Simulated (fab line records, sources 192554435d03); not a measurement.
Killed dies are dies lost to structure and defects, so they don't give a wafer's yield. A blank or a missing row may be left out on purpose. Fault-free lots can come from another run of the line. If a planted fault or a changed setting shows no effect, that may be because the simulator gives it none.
Comparing a struck lot with a sound one ; flow n5 finfet ; 35 out of 1938 route steps
Sound: the wafers L982.2, L982.3, L982.5. Struck: wafers L969.2, L969.5. (L969.3 of the same lot was not struck and is left out.) The cause comes at the end.
Per side, at each step with rows, come the tool, then ch with its chambers, and then its first start. Under that, the readings that differ: sound wafers ; struck wafers ; difference of the means ; sigmas: that difference in standard deviations of wafers without a fault.
alike: a reading whose means differ by less than 2 such deviations, as well as words and numbers matching on both sides. not compared: withheld readings; readings where some wafer has no value; bounds like >300 that might hide an equal value; numbers whose values overlap and for which the record gives no deviation.
Wherever a step has rows on one side only, a row that says differs or no value, or a row with sigmas, the two part there. Non-overlapping numbers with no deviation appear without sigmas and do not part them. Lack of a reading on every wafer of one side parts them only where that side has two or more wafers.

first, 8 steps without rows for these wafers: N5_BEOL_M9_SPUTTER_48 (material Cu, target thk 12 nm, time 2 s); N5_BEOL_M9_ECD_50 (material Cu, target thk 318 nm); N5_BEOL_M9_ANNEAL_51 (time 90 s); N5_BEOL_M9_CMP_52 (polishes, stops on SiCOH lowk, t overpolish 7 s, target thk 140 nm); N5_BEOL_M9_PRE_CLEAN_55 (time 15 s); N5_BEOL_M9_DEP_56 (deposits SiCN from 3MS/NH3, target thk 15 nm, time 26.5 s); N5_BEOL_M10_ILD_DEP_00 (deposits SiCOH lowk from DEMS/porogen, target thk 308.51 nm, time 58 s); N5_BEOL_M10_CURE_71 (cures SiCOH lowk, time 240 s).
N5_BEOL_M10_PECVD_70: deposits SiO2 from TEOS/O2, target thk 20 nm, time 22.7 s.
  sound on pecvd-04 ch 0,1,2, day 15 12:43; struck on pecvd-04 ch 1,2, day 12 02:43
reading;sound;struck;difference;sigmas
model.SiO2_of_BEOL_M10_PECVD_70.thk nm (nm);19.6 19.6 19.6;13.6 14;-5.8;
  alike: heater power w, showerhead plenum p Torr, showerhead vpp V, throttle valve pct
then, 24 steps without rows for these wafers: N5_BEOL_M10_HM_DEP_02 (deposits TiN, target thk 20 nm); N5_BEOL_M10_COAT_59 (time 60 s, resist thk 100 nm); N5_BEOL_M10_COAT_60 (time 60 s, resist thk 30 nm); N5_BEOL_M10_COAT_05 (resist thk 90 nm); N5_BEOL_M10_EBR_07; N5_BEOL_M10_SOFTBAKE_06 (time 60 s); N5_BEOL_M10_EXPOSE_08 (exposes mask M10); N5_BEOL_M10_PEB_09 (peb time 60 s); N5_BEOL_M10_DEVELOP_10 (develop time 30 s); N5_BEOL_M10_DESCUM_16 (chemistry O2, time 7.9 s); N5_BEOL_M10_ETCH_61 (etches SiARC in CF4, target depth 39 nm, time 65 s); N5_BEOL_M10_ETCH_62 (etches SOC in N2/H2, target depth 110 nm, overetch 22 nm, time 165 s); N5_BEOL_M10_STRIP_68 (strips in N2/H2); N5_BEOL_M10_STRIP_67 (strips in CF4); N5_BEOL_M10_HM_OPEN_17 (chemistry Cl2/BCl3, target TiN, target depth 20 nm, overetch 6 nm); N5_BEOL_M10_STRIP_19 (strips in O2); N5_BEOL_M10_COAT_63 (time 60 s, resist thk 100 nm); N5_BEOL_M10_COAT_64 (time 60 s, resist thk 30 nm); N5_BEOL_M10_COAT_22 (resist thk 90 nm); N5_BEOL_M10_EBR_24; N5_BEOL_M10_SOFTBAKE_23 (time 60 s); N5_BEOL_M10_EXPOSE_25 (exposes mask V9); N5_BEOL_M10_PEB_26 (peb time 60 s); N5_BEOL_M10_DEVELOP_27 (develop time 30 s).
N5_BEOL_M10_HM_STRIP_39: strips TiN in peroxide tin strip, target depth 25 nm, time 158 s.
  sound on wet bench-02 ch 2,3,7, day 15 15:52; struck on wet bench-01 ch 3,4, day 12 06:52
reading;sound;struck;difference;sigmas
model.SiO2_of_BEOL_M10_PECVD_70.thk nm (nm);19.4 19.4 19.4;13.4 13.8;-5.8;
N5_BEOL_M10_CMP_52: polishes, stops on SiCOH lowk, t overpolish 7 s, target thk 140 nm.
  sound on cmp-01 ch 1,2,3, day 15 19:44; struck on cmp-01 ch 1,3, day 12 10:08
reading;sound;struck;difference;sigmas
barrier field endpoint s (s);28.7 28.6 27.8;22.1 21.4;-6.6;-8
  alike: motor current A, platen rpm

== WHERE THEY PART ==
At N5_BEOL_M10_CMP_52 and nowhere else, as far as this record goes.

WHY: the cause the simulator had injected
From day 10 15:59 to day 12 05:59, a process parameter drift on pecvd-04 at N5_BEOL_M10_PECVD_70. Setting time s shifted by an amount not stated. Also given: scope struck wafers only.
